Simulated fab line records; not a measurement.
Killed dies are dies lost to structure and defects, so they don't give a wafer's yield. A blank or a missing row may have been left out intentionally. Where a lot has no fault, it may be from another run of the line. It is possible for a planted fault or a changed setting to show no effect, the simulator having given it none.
Struck lot and sound lot, side by side ; flow n5 finfet ; 25 out of 1938 route steps
Sound: the wafers L780.3, L780.5, L780.6. Wafers struck: L790.2, L790.3, L790.5. At the end, the cause is stated.
Each step with rows lists, per side, the tool, then ch with its chambers, then its first start. Under that, the readings that differ: sound wafers ; struck wafers ; difference of the means ; sigmas: that difference in standard deviations of wafers without a fault.
alike: readings whose means differ by less than 2 such deviations, and words and numbers that are the same on both sides. not compared: withheld readings, readings that some wafer has no value for, bounds like >300 that may hide the same value, and numbers for which the record gives no deviation and whose values overlap.
The two part at a step that has a row with sigmas, a row that says differs or no value, or rows on one side only. Non-overlapping numbers with no deviation appear without sigmas and do not part them. A reading missing from all wafers of one side parts the sides only when that side holds two or more wafers.

first, 2 steps without rows for these wafers: N5_SD_EPI_N_SRD_20 (time 30 s); N5_SD_EPI_N_PRECLEAN_48 (cleans in NF3:NH3, afs cycles 2, time 20 s, sublimation time 60 s).
N5_SD_EPI_N_VAPOR_ETCH_50: etches Si in HCl, time 54 s.
  sound on epi rpcvd-04 ch 0, day 3 14:53; struck on epi rpcvd-03 ch 0, day 6 04:10
  alike: throttle valve pct
then, 1 step without rows for these wafers: N5_SD_EPI_N_EPI_21 (deposits Si:P, time 690 s).
N5_SD_EPI_N_EPI_MEAS_23:
  struck on film metro-02, day 6 06:02; sound on film metro-01, day 3 16:44
  alike: thk nm
then, 3 steps without rows for these wafers: N5_SD_EPI_N_PRECLEAN_24 (cleans in O3/DIW, time 60 s); N5_SD_EPI_N_SRD_25 (time 30 s); N5_SD_EPI_N_PRECLEAN_49 (cleans in NF3:NH3, afs cycles 1, time 20 s, sublimation time 60 s).
N5_SD_EPI_N_LINER_46: material SiNx, target thk 3 nm.
  sound on ald sin-04 ch 2,3, day 3 17:56; struck on ald sin-02 ch 0,2,3, day 6 06:20
  alike: heater power w
N5_SD_EPI_N_INSPECT_26: inspects for defects (darkfield).
  struck on defect inspect-01, day 6 06:35; sound on defect inspect-01, day 3 18:11
  alike: raw defect count
then, 2 steps without rows for these wafers: N5_SD_EPI_P_COAT_34 (time 60 s, resist thk 350 nm); N5_SD_EPI_P_COAT_35 (time 60 s, resist thk 35 nm).
N5_SD_EPI_P_COAT_03: resist thk 150 nm.
  sound on litho track-01 ch 0, day 3 18:14; struck on litho track-01 ch 0, day 6 06:38
reading;sound;struck;difference;sigmas
spin speed rpm (rpm);1499.7 1499.3 1499.2;1567.0 1568.1 1567.9;+68.3;+78
model.CAR-ArF-block_of_SD_EPI_P_COAT_03.thk nm (nm);150.8 150.8 151.2;146.8 146.6 146.8;-4.2;
then, 5 steps without rows for these wafers: N5_SD_EPI_P_EBR_05; N5_SD_EPI_P_SOFTBAKE_04 (time 60 s); N5_SD_EPI_P_EXPOSE_06 (exposes mask SD P BLK, target cd 240 nm); N5_SD_EPI_P_PEB_07 (peb time 60 s); N5_SD_EPI_P_DEVELOP_08 (develop time 30 s).
N5_SD_EPI_P_CD_MEAS_09: the cd target is 240 nm.
  sound on cd sem-02 ch 0, day 3 18:35; struck on cd sem-02 ch 0, day 6 06:52
  alike: cd nm
N5_SD_EPI_P_OVL_MEAS_10:
  sound on overlay-02 ch 0, day 3 18:37; struck on overlay-02 ch 0, day 6 06:54
reading;sound;struck;difference;sigmas
SD_P_BLK_OVL (nm);-0.2 -0.7 -1.3;0.5 1.6 1.2;+1.8;+2
N5_SD_EPI_P_INSPECT_11: inspects for defects (macro).
  struck on defect inspect-02, day 6 06:55; sound on defect inspect-02, day 3 18:38
  alike: raw defect count
N5_SD_EPI_P_DESCUM_14: chemistry O2, time 7.9 s.
  sound on rie diel-03 ch 0,3, day 3 18:41; struck on rie diel-04 ch 0,1,2, day 6 06:57
  alike: drypump motor current A, oes product au, rf vpp V, showerhead plenum p Torr, throttle valve pct
  not compared: rf hours counter h
N5_SD_EPI_P_ETCH_36: etches SiARC in CF4, target depth 45.5 nm, time 75.8 s.
  sound on rie diel-03 ch 0,3, day 3 18:44; struck on rie diel-04 ch 0,1,2, day 6 06:59
reading;sound;struck;difference;sigmas
model.CAR-ArF-block_of_SD_EPI_P_COAT_03.thk nm (nm);111.8 111.6 112.2;107.4 107.6 107.8;-4.3;
  alike: cf4 flow sccm, drypump motor current A, etch rf on time s, oes product au, rf vpp V, showerhead plenum p Torr, throttle valve pct
  not compared: rf hours counter h
N5_SD_EPI_P_ETCH_37: etches SOC in N2/H2, overetch 108 nm, time 486 s.
  sound on rie diel-03 ch 0,3, day 3 18:47; struck on rie diel-04 ch 0,1,2, day 6 07:03
  alike: drypump motor current A, oes product au, rf vpp V, showerhead plenum p Torr, throttle valve pct
  not compared: rf hours counter h
-- the record jumps here: 10 days lie between the struck wafers' starts before and after (it left off in module SD_EPI_P and takes up again in module PASSIVATION, whose first step shown is number 1936 of the route) --
N5_PASSIVATION_PROBE_49:
  struck on prober-01, day 16 04:18; sound on prober-01, day 13 18:19
reading;sound;struck;difference;sigmas
killed at other;10 6 5;1 0 2;-6;-2
  alike: killed_at_M0_to_M3, killed_at_M4_up, killed at contacts, killed at front end, killed dies, killed on rim, killed open, killed short

## WHERE THEY PART
Last at N5_PASSIVATION_PROBE_49 as far as this record goes, first at N5_SD_EPI_P_COAT_03.

WHY: the cause the simulator had injected
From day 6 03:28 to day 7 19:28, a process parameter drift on litho track-01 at N5_SD_EPI_P_COAT_03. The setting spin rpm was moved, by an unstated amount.
